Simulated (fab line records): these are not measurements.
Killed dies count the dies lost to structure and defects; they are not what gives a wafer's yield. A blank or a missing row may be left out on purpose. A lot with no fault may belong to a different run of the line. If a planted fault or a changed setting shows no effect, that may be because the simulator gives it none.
2 desks, one fault | flow n5-finfet | numbers are kept per desk, each desk with only its own; the story behind them comes last

FOR THE TOOL OWNER'S DESK: ald-sin-01
The tool's own readings at N5_BEOL_M1_ALD_98 (deposits SiO2, target thk 2.5 nm, pulse time 1 s, co reactant pulse time 1 s): means of the sampled wafers that have a number, for each lot that ran on this tool. Marked OUT: a lot whose mean sits more than 4 standard deviations from the usual mean, which makes it out of limits; the brackets give that distance.
Columns: A = heater-power-outer-w at N5_BEOL_M1_ALD_98, usual 39 W; B = heater-power-w at N5_BEOL_M1_ALD_98, usual 75 W; C = precursor-pulse-height-rel at N5_BEOL_M1_ALD_98, usual 1.000
lot  | first seen here | A  | B  | C
L893 | day 6 17:25     | 40 | 74 | 1.032
L904 | day 9 04:52     | 40 | 76 | 1.000
L906 | day 9 15:48     | 43 | 85 | 1.008
L907 | day 9 18:37     | 42 | 78 | 1.009
Result from this desk: across the 4 lots, nothing is out of limits.

THE METROLOGY DESK
Means of the sampled wafers that have a number, per lot and without regard to the tool the lot ran on: this is what the gauges read. Marked OUT: a lot whose mean sits more than 4 standard deviations from the usual mean, which makes it out of limits; the brackets give that distance. Readings shown: 7 of its 12, picked as those furthest out on some lot.
Columns: A = CHAIN_V0 at N5_BEOL_M4_RC_MEAS_101, usual 241 ohm/link; B = CHAIN_V0_max_site at N5_BEOL_M4_RC_MEAS_101, usual 250 ohm/link; C = DIBL_P at N5_BEOL_M4_RC_MEAS_101, usual 36 mV/V; D = ION_N at N5_BEOL_M4_RC_MEAS_101, usual 674 uA/um; E = ION_P at N5_BEOL_M4_RC_MEAS_101, usual 462 uA/um; F = VT_N at N5_BEOL_M4_RC_MEAS_101, usual 249 mV; G = VT_P at N5_BEOL_M4_RC_MEAS_101, usual -250 mV
lot  | first seen here | A   | B   | C  | D   | E   | F   | G
L893 | day 12 07:42    | 248 | 257 | 37 | 673 | 465 | 249 | -248
L904 | day 13 09:45    | 250 | 258 | 36 | 679 | 468 | 251 | -250
L907 | day 15 09:01    | 263 | 275 | 39 | 681 | 458 | 245 | -250
L906 | day 15 11:58    | 275 | 292 | 32 | 648 | 448 | 256 | -256
L909 | day 15 18:53    | 239 | 248 | 38 | 671 | 457 | 248 | -254
Result from this desk: across the 5 lots, nothing is out of limits.

PUT TOGETHER
Nothing out of limits was seen by the tool owner's desk.
From the metrology desk's view, nothing was out of limits.

WHAT THE SIMULATOR HAD INSERTED
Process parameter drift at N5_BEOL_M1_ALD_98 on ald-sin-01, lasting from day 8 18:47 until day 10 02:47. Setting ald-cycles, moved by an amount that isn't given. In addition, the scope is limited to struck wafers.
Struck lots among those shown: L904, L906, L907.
